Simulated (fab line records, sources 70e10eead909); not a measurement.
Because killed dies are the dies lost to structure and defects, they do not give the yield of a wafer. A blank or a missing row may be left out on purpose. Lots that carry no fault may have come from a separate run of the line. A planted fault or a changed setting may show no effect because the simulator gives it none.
What tool caused it? -- flow nand-harc -- 72 wafers from 24 lots sampled at 6 of the route's 1159 steps

## WHAT THE GAUGES SHOWED, per wafer
NHARC_P_GATE_OVL_MEAS_27. Usual: overlay-x-nm 0.0 nm, standard deviation 0.9; overlay-y-nm 0.0 nm, standard deviation 0.69.
lot,measured,on,overlay-x-nm (nm),overlay-y-nm (nm),flag
L074,day 4 19:20,overlay-01,-0.2 -0.7 0.0,0.1 -0.5 -0.6,
L075,day 5 01:05,overlay-02,1.3 1.3 1.0,0.4 -0.1 0.1,
L076,day 5 00:37,overlay-01,1.5 0.5 1.3,0.0 0.2 -0.1,
L077,day 5 10:31,overlay-01,-1.0 -0.5 -1.0,1.4 1.1 1.2,
L078,day 5 17:29,overlay-02,-0.3 -0.7 -0.9,-1.5 -0.9 -0.9,
L079,day 5 16:44,overlay-02,0.3 0.2 0.5,0.4 0.9 1.2,
L080,day 6 04:46,overlay-02,-1.1 -1.5 -0.8,0.9 1.1 0.8,
L081,day 6 14:53,overlay-02,-0.2 0.3 0.1,-0.1 -0.4 -0.4,
L082,day 6 15:05,overlay-01,0.2 0.7 1.1,-0.8 -1.3 -1.2,
L083,day 7 02:25,overlay-02,-0.4 -0.3 -0.7,0.3 -0.5 -0.2,
L084,day 7 03:02,overlay-01,1.0 1.1 1.2,0.1 0.1 0.0,
L085,day 7 21:44,overlay-02,-0.4 0.2 -0.3,0.2 -0.1 0.2,
L086,day 7 22:14,overlay-02,0.5 -0.3 -0.2,0.8 0.7 1.1,
L087,day 7 21:35,overlay-01,0.3 0.4 0.9,-0.7 -0.2 -0.1,
L088,day 7 21:59,overlay-01,-1.2 -1.9 -1.9,0.1 0.4 0.5,
L089,day 8 14:41,overlay-02,0.1 0.3 -0.3,0.0 -0.1 -0.8,
L090,day 8 21:31,overlay-01,-0.4 -0.4 -0.5,-0.5 0.1 0.0,
L091,day 8 20:53,overlay-02,-0.8 -0.5 0.0,0.1 0.1 -0.1,
L092,day 9 08:41,overlay-02,0.8 0.6 0.3,-0.1 0.5 0.6,
L093,day 9 07:56,overlay-01,0.4 0.0 0.3,0.3 0.1 0.8,
L094,day 9 13:40,overlay-01,0.9 0.8 0.5,-1.1 -0.8 -1.0,
L095,day 10 06:52,overlay-02,1.3 0.9 1.4,0.0 -0.2 -0.1,
L096,day 10 07:12,overlay-02,-1.6 -2.0 -1.7,0.8 1.1 1.0,
L097,day 10 06:33,overlay-02,1.1 0.7 0.8,-0.8 -1.2 -0.9,

NHARC_P_CONTACT_OVL_MEAS_13. Usual: overlay-x-nm 0.2 nm, standard deviation 0.99; overlay-y-nm -0.1 nm, standard deviation 0.92.
lot,measured,on,overlay-x-nm (nm),overlay-y-nm (nm),flag
L074,day 5 16:16,overlay-02,2.4 2.3 2.3,0.9 1.6 1.3,
L075,day 5 23:19,overlay-01,-0.9 -0.9 -1.2,-0.9 -1.2 -0.8,
L076,day 5 22:14,overlay-01,1.6 1.2 1.0,0.7 0.4 0.6,
L077,day 6 06:26,overlay-02,-0.5 -1.1 -0.7,0.4 0.4 0.5,
L078,day 6 13:41,overlay-02,0.0 -0.1 0.2,-0.2 -0.2 -0.6,
L079,day 6 12:59,overlay-01,-0.4 0.2 -0.1,2.4 1.9 1.9,
L080,day 7 01:11,overlay-01,1.0 -0.1 0.7,-0.7 -0.9 -1.1,
L081,day 7 11:16,overlay-02,0.5 0.9 0.7,-0.6 0.3 0.0,
L082,day 7 11:46,overlay-02,-1.4 -1.7 -1.5,-0.4 -0.7 0.0,
L083,day 7 22:44,overlay-01,-1.3 -0.7 -0.4,-0.7 0.4 -0.2,
L084,day 7 23:37,overlay-01,-0.2 -0.2 -0.1,0.4 -0.1 -0.3,
L085,day 9 00:32,overlay-01,1.3 1.6 0.9,0.9 1.4 1.1,
L086,day 8 19:16,overlay-02,-0.4 0.7 0.3,-0.8 -1.1 -0.8,
L087,day 8 17:56,overlay-01,0.9 0.6 0.4,-1.3 -1.5 -2.2,
L088,day 8 18:25,overlay-01,-1.7 -1.6 -1.6,0.9 0.6 0.9,
L089,day 9 11:15,overlay-02,1.4 1.5 1.1,-0.5 -0.4 0.0,
L090,day 9 17:41,overlay-01,0.6 -0.3 -0.3,-1.3 -1.5 -0.7,
L091,day 9 17:02,overlay-02,0.1 0.2 -0.6,-0.9 -1.4 -1.4,
L092,day 10 05:17,overlay-01,-0.6 -0.7 -0.4,0.2 0.4 -0.3,
L093,day 10 05:02,overlay-02,0.5 0.7 0.9,0.6 1.7 0.2,
L094,day 10 13:18,overlay-02,1.2 1.0 1.6,-0.5 0.0 0.0,
L095,day 11 03:43,overlay-01,1.4 1.5 1.4,-0.8 -0.3 -0.2,
L096,day 11 11:32,overlay-01,-0.5 0.1 -0.1,-1.7 -1.4 -1.1,
L097,day 11 02:55,overlay-02,-0.2 -0.5 -0.5,0.3 -0.2 0.6,

## EACH LOT AND THE TOOL THAT RAN IT (in order: tool; ch and the chambers of the sampled wafers; start)
lot,NHARC_P_ZERO_WELL_ETCH_65,NHARC_P_ZERO_WELL_ETCH_62,NHARC_P_GATE_HM_DEP_102,NHARC_P_GATE_STRIP_75
L074,"rie-diel-01 ch 1,3, day 1 13:22","rie-diel-01 ch 1,2, day 4 18:11 or earlier","acl-dep-01 ch 0, day 4 18:11","plasma-asher-02 ch 0,1, day 5 08:06"
L075,"rie-diel-13 ch 0,1, day 1 19:29","rie-diel-13 ch 0,1,3, day 4 23:46 or earlier","acl-dep-01 ch 0, day 4 23:46","plasma-asher-02 ch 0, day 5 14:38"
L076,"rie-diel-13 ch 0,1, day 2 01:35","rie-diel-13 ch 0,3, day 4 23:15 or earlier","acl-dep-03 ch 0, day 4 23:15","plasma-asher-02 ch 0,1, day 5 14:11"
L077,"rie-diel-01 ch 1,2, day 2 07:29","rie-diel-01 ch 0,2, day 5 09:04 or earlier","acl-dep-02 ch 0, day 5 09:04","plasma-asher-01 ch 0, day 5 23:23"
L078,"rie-diel-11 ch 0,1,3, day 2 13:30","rie-diel-11 ch 0,1,3, day 5 16:02 or earlier","acl-dep-02 ch 0, day 5 16:02","plasma-asher-01 ch 0,1, day 6 06:19"
L079,"rie-diel-11 ch 0,1,3, day 2 19:23","rie-diel-11 ch 2,3, day 5 15:25 or earlier","acl-dep-03 ch 0, day 5 15:25","plasma-asher-02 ch 0, day 6 05:47"
L080,"rie-diel-13 ch 1,2,3, day 3 01:31","rie-diel-13 ch 1,2, day 6 03:35 or earlier","acl-dep-02 ch 0, day 6 03:35","plasma-asher-01 ch 0,1, day 6 17:32"
L081,"rie-diel-13 ch 1,2, day 3 07:29","rie-diel-13 ch 0,1,3, day 6 13:41 or earlier","acl-dep-01 ch 0, day 6 13:41","plasma-asher-02 ch 0,1, day 7 03:53"
L082,"rie-diel-11 ch 1,3, day 3 13:32","rie-diel-11 ch 0,2,3, day 6 13:35 or earlier","acl-dep-02 ch 0, day 6 13:35","plasma-asher-01 ch 0,1, day 7 04:05"
L083,"rie-diel-11 ch 1,2, day 3 19:29","rie-diel-11 ch 0,2,3, day 7 01:18 or earlier","acl-dep-02 ch 0, day 7 01:18","plasma-asher-02 ch 0,1, day 7 15:25"
L084,"rie-diel-13 ch 0,1,2, day 4 01:29","rie-diel-13 ch 0,2,3, day 7 01:43 or earlier","acl-dep-02 ch 0, day 7 01:43","plasma-asher-01 ch 0,1, day 7 15:56"
L085,"rie-diel-01 ch 1,2,3, day 4 07:23","rie-diel-01 ch 0,2,3, day 7 20:17 or earlier","acl-dep-02 ch 0, day 7 20:17","plasma-asher-01 ch 0,1, day 8 17:22"
L086,"rie-diel-13 ch 1,3, day 4 13:22","rie-diel-13 ch 0,1,2, day 7 20:54 or earlier","acl-dep-01 ch 0, day 7 20:54","plasma-asher-01 ch 1, day 8 11:16"
L087,"rie-diel-01 ch 1,2, day 4 19:22","rie-diel-01 ch 0,3, day 7 20:15 or earlier","acl-dep-01 ch 0, day 7 20:15","plasma-asher-01 ch 0,1, day 8 10:46"
L088,"rie-diel-01 ch 0,2, day 5 01:29","rie-diel-01 ch 0,2, day 7 20:33 or earlier","acl-dep-03 ch 0, day 7 20:33","plasma-asher-02 ch 0,1, day 8 10:56"
L089,"rie-diel-01 ch 0,2,3, day 5 07:29","rie-diel-01 ch 1,2, day 8 13:27 or earlier","acl-dep-01 ch 0, day 8 13:27","plasma-asher-02 ch 0,1, day 9 03:32"
L090,"rie-diel-13 ch 1,2, day 5 13:22","rie-diel-13 ch 0,1,2, day 8 20:05 or earlier","acl-dep-02 ch 0, day 8 20:05","plasma-asher-01 ch 0,1, day 9 10:20"
L091,"rie-diel-11 ch 0,2, day 5 19:26","rie-diel-11 ch 1,2,3, day 8 19:40 or earlier","acl-dep-02 ch 0, day 8 19:40","plasma-asher-01 ch 0,1, day 9 09:38"
L092,"rie-diel-13 ch 0,3, day 6 02:01","rie-diel-13 ch 1,2, day 9 07:29 or earlier","acl-dep-02 ch 0, day 9 07:29","plasma-asher-01 ch 0,1, day 9 21:52"
L093,"rie-diel-11 ch 1,2,3, day 6 07:23","rie-diel-11 ch 0,2,3, day 9 06:37 or earlier","acl-dep-02 ch 0, day 9 06:37","plasma-asher-02 ch 0,1, day 9 21:40"
L094,"rie-diel-01 ch 1,2, day 6 13:31","rie-diel-01 ch 0,2,3, day 9 12:05 or earlier","acl-dep-03 ch 0, day 9 12:05","plasma-asher-02 ch 0,1, day 10 04:52"
L095,"rie-diel-11 ch 0,1,2, day 6 19:28","rie-diel-11 ch 0,1,3, day 10 05:08 or earlier","acl-dep-02 ch 0, day 10 05:08","plasma-asher-01 ch 0,1, day 10 19:52"
L096,"rie-diel-13 ch 1,2,3, day 7 01:22","rie-diel-13 ch 0,1, day 10 05:52 or earlier","acl-dep-03 ch 0, day 10 05:52","plasma-asher-01 ch 0,1, day 11 03:54"
L097,"rie-diel-01 ch 0,2,3, day 7 07:21","rie-diel-01 ch 0,1, day 10 05:08 or earlier","acl-dep-03 ch 0, day 10 05:08","plasma-asher-01 ch 0,1, day 10 19:29"
- NHARC_P_ZERO_WELL_ETCH_65: etches the open film in N2/H2, target depth 80 nm, overetch 24 nm, time 87.88 s.
- NHARC_P_ZERO_WELL_ETCH_62: etches the open film in CHF3/Ar, target depth 13 nm, time 6.5 s.
- NHARC_P_GATE_HM_DEP_102: deposits aC, target thk 120 nm.
- NHARC_P_GATE_STRIP_75: strips in O2.

## WHAT THE TOOLS THEMSELVES READ (means of the sampled wafers that have a number; where no wafer has one, the mark that the record gives instead)
NHARC_P_ZERO_WELL_ETCH_65. Usual: drypump-motor-current-A 5.4 A, standard deviation 0.38; h2-flow-sccm 150.1 sccm, standard deviation 0.38; oes-product-au 0.997 a.u., standard deviation 0.009; rf-vpp-V 430.5 V, standard deviation 2.4; showerhead-plenum-p-Torr 2.04 Torr, standard deviation 0.082; throttle-valve-pct 14.171 %, standard deviation 0.0092.
lot,tool,drypump-motor-current-A (A),h2-flow-sccm (sccm),oes-product-au (a.u.),rf-vpp-V (V),showerhead-plenum-p-Torr (Torr),throttle-valve-pct (%),flag
L074,rie-diel-01,5.0,150.3,0.990,429.6,2.00,14.177,
L075,rie-diel-13,5.4,149.9,1.009,433.8,2.15,14.165,
L076,rie-diel-13,5.7,149.8,1.002,431.7,2.11,14.174,
L077,rie-diel-01,5.1,150.0,0.997,430.4,2.04,14.172,
L078,rie-diel-11,5.2,150.2,1.003,430.0,2.03,14.177,
L079,rie-diel-11,5.2,149.8,1.001,430.4,2.03,14.165,
L080,rie-diel-13,5.6,150.3,0.993,430.2,2.02,14.176,
L081,rie-diel-13,5.5,150.5,1.001,429.1,1.98,14.173,
L082,rie-diel-11,5.2,149.6,1.004,430.3,2.05,14.178,
L083,rie-diel-11,5.5,150.4,1.002,432.5,2.14,14.175,
L084,rie-diel-13,5.5,149.8,1.006,430.9,2.07,14.169,
L085,rie-diel-01,5.3,150.1,0.997,428.6,2.00,14.165,
L086,rie-diel-13,5.7,149.8,1.008,431.1,2.05,14.164,
L087,rie-diel-01,5.4,149.8,0.991,431.2,2.05,14.170,
L088,rie-diel-01,5.2,150.0,0.994,430.8,2.06,14.166,
L089,rie-diel-01,5.3,150.3,0.995,430.0,2.01,14.175,
L090,rie-diel-13,5.7,150.1,0.989,429.7,2.02,14.168,
L091,rie-diel-11,5.6,149.6,1.007,429.3,1.99,14.169,
L092,rie-diel-13,5.4,150.2,0.993,433.5,2.15,14.178,
L093,rie-diel-11,5.3,149.8,0.999,431.3,2.09,14.174,
L094,rie-diel-01,5.1,150.0,0.996,430.7,2.04,14.163,
L095,rie-diel-11,5.4,150.3,1.005,431.4,2.07,14.179,
L096,rie-diel-13,5.5,150.3,0.990,429.9,2.02,14.174,
L097,rie-diel-01,5.3,150.0,0.992,429.9,2.01,14.178,

NHARC_P_ZERO_WELL_ETCH_62. Usual: drypump-motor-current-A 5.4 A, standard deviation 0.36; oes-product-au 0.964 a.u., standard deviation 0.016; rf-vpp-V 370.6 V, standard deviation 2.2; showerhead-plenum-p-Torr 2.34 Torr, standard deviation 0.092; throttle-valve-pct 20.217 %, standard deviation 0.009.
lot,tool,drypump-motor-current-A (A),oes-product-au (a.u.),rf-vpp-V (V),showerhead-plenum-p-Torr (Torr),throttle-valve-pct (%),flag
L074,rie-diel-01,5.1,0.963,370.3,2.34,20.224,
L075,rie-diel-13,5.6,0.958,372.1,2.42,20.219,
L076,rie-diel-13,5.5,0.978,372.2,2.41,20.215,
L077,rie-diel-01,5.2,0.967,371.8,2.36,20.222,
L078,rie-diel-11,5.2,0.971,370.6,2.34,20.218,
L079,rie-diel-11,5.6,0.968,369.5,2.34,20.207,
L080,rie-diel-13,5.7,0.960,370.0,2.32,20.220,
L081,rie-diel-13,5.6,0.951,372.1,2.41,20.209,
L082,rie-diel-11,5.6,1.003,369.7,2.32,20.215,
L083,rie-diel-11,5.6,0.971,369.4,2.32,20.216,
L084,rie-diel-13,5.3,0.980,370.9,2.37,20.213,
L085,rie-diel-01,5.3,0.945,370.3,2.31,20.212,
L086,rie-diel-13,5.4,0.968,371.9,2.37,20.219,
L087,rie-diel-01,5.2,0.970,368.9,2.26,20.215,
L088,rie-diel-01,5.4,0.936,371.7,2.36,20.225,
L089,rie-diel-01,5.4,0.952,370.4,2.35,20.215,
L090,rie-diel-13,5.5,0.957,370.9,2.37,20.216,
L091,rie-diel-11,5.3,0.956,372.0,2.40,20.215,
L092,rie-diel-13,5.4,0.959,369.0,2.28,20.218,
L093,rie-diel-11,5.6,0.960,369.9,2.31,20.220,
L094,rie-diel-01,5.3,0.966,370.0,2.31,20.225,
L095,rie-diel-11,5.2,0.967,371.3,2.33,20.214,
L096,rie-diel-13,5.5,0.973,373.7,2.46,20.221,
L097,rie-diel-01,4.9,0.952,371.3,2.36,20.210,

NHARC_P_GATE_HM_DEP_102. Usual: throttle-valve-pct 35.000 %, standard deviation 0.0093.
lot,tool,throttle-valve-pct (%),flag
L074,acl-dep-01,34.995,
L075,acl-dep-01,34.994,
L076,acl-dep-03,35.000,
L077,acl-dep-02,35.004,
L078,acl-dep-02,34.997,
L079,acl-dep-03,34.994,
L080,acl-dep-02,35.003,
L081,acl-dep-01,34.997,
L082,acl-dep-02,34.997,
L083,acl-dep-02,35.000,
L084,acl-dep-02,35.005,
L085,acl-dep-02,35.001,
L086,acl-dep-01,34.998,
L087,acl-dep-01,34.997,
L088,acl-dep-03,34.997,
L089,acl-dep-01,35.002,
L090,acl-dep-02,34.992,
L091,acl-dep-02,35.007,
L092,acl-dep-02,34.999,
L093,acl-dep-02,34.998,
L094,acl-dep-03,34.998,
L095,acl-dep-02,34.988,
L096,acl-dep-03,35.005,
L097,acl-dep-03,34.993,

NHARC_P_GATE_STRIP_75. Usual: drypump-motor-current-A 5.76 A, standard deviation 0.041; heater-power-w 336 W, standard deviation 26.
lot,tool,drypump-motor-current-A (A),heater-power-w (W),flag
L074,plasma-asher-02,5.80,317,
L075,plasma-asher-02,5.82,299,
L076,plasma-asher-02,5.77,338,
L077,plasma-asher-01,5.71,361,
L078,plasma-asher-01,5.75,339,
L079,plasma-asher-02,5.84,298,
L080,plasma-asher-01,5.74,349,
L081,plasma-asher-02,5.74,333,
L082,plasma-asher-01,5.73,340,
L083,plasma-asher-02,5.78,337,
L084,plasma-asher-01,5.75,337,
L085,plasma-asher-01,5.73,350,
L086,plasma-asher-01,5.74,328,
L087,plasma-asher-01,5.74,353,
L088,plasma-asher-02,5.76,337,
L089,plasma-asher-02,5.76,340,
L090,plasma-asher-01,5.73,337,
L091,plasma-asher-01,5.73,346,
L092,plasma-asher-01,5.75,337,
L093,plasma-asher-02,5.77,338,
L094,plasma-asher-02,5.79,314,
L095,plasma-asher-01,5.74,354,
L096,plasma-asher-01,5.76,338,
L097,plasma-asher-01,5.74,347,

## THE ANSWER, worked out from the rows above alone
Rule: take the mean of a lot's wafers that have a number; if it is more than 3 standard deviations from the usual mean, the lot is off. Also off: a lot with no number at a reading for which 4 or more lots have one. Any other lot the step has rows for is counted as sound. After the gauges, taken in route order, come the tools' own readings; for these a lot's mean is taken, as printed above. The first step at which some lot is off is used, and at that step the reading that is off furthest; a lot without a number counts as furthest.
Across all readings shown, no lot is off: no conclusion can be drawn from this.

## WHAT THE SIMULATOR HAD PUT IN
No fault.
